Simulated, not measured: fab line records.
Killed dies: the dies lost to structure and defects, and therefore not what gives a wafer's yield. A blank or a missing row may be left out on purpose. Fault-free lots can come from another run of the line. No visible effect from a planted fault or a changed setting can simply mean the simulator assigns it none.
Matching of chambers -- flow n5 finfet -- N5_BEOL_M8_ETCH_62 on rie diel-01 has 4 sister chambers
The step etches SOC in N2/H2, target depth 110 nm, overetch 22 nm, time 165 s. 8 wafers are shown with their chamber, then 12 later ones without.

== EACH WAFER AND ITS CHAMBER ==
wafer,chamber,showerhead plenum p Torr (Torr),throttle valve pct (%)
L079.5,0,2.45,17.86
L083.2,1,2.65,18.00
L083.3,2,2.52,18.43
L085.3,1,2.65,18.01
L085.4,2,2.52,18.45
L090.3,0,2.44,17.87
L090.4,3,2.48,17.54
L090.6,3,2.48,17.55

== WAFERS WHOSE CHAMBER IS MISSING ==
wafer,showerhead plenum p Torr (Torr),throttle valve pct (%)
L087.1,2.65,17.99
L087.2,2.44,17.89
L087.6,2.44,17.89
L091.3,2.52,18.46
L091.4,2.65,18.01
L091.5,2.52,18.47
L092.2,2.52,18.45
L092.3,2.48,17.55
L092.5,2.48,17.55
L095.1,2.47,17.57
L095.2,2.51,18.47
L095.6,2.51,18.49

== EACH ONE'S CHAMBER ==
wafer,from the rows above,in truth
L087.1,1,1
L087.2,0,0
L087.6,0,0
L091.3,2,2
L091.4,1,1
L091.5,2,2
L092.2,2,2
L092.3,3,3
L092.5,3,3
L095.1,3,3
L095.2,2,2
L095.6,2,2
12 of 12 placed correctly. Can't be placed from these rows: 0. Number placed wrongly: 0.
How it was worked out, from the rows above alone: a wafer's distance from a chamber is the root of the sum, over the readings, of the square of ((its reading less the chamber's mean) divided by the reading's scatter). If the next closest chamber is less than 2 further off than the closest, the wafer can't be placed; otherwise it belongs to the closest. For every chamber, the mean is computed from those of its wafers that are shown. How the scatter is found: for the shown wafers, subtract from each reading the mean of its chamber, square and add these, divide the total by (wafers less chambers), then take the root.
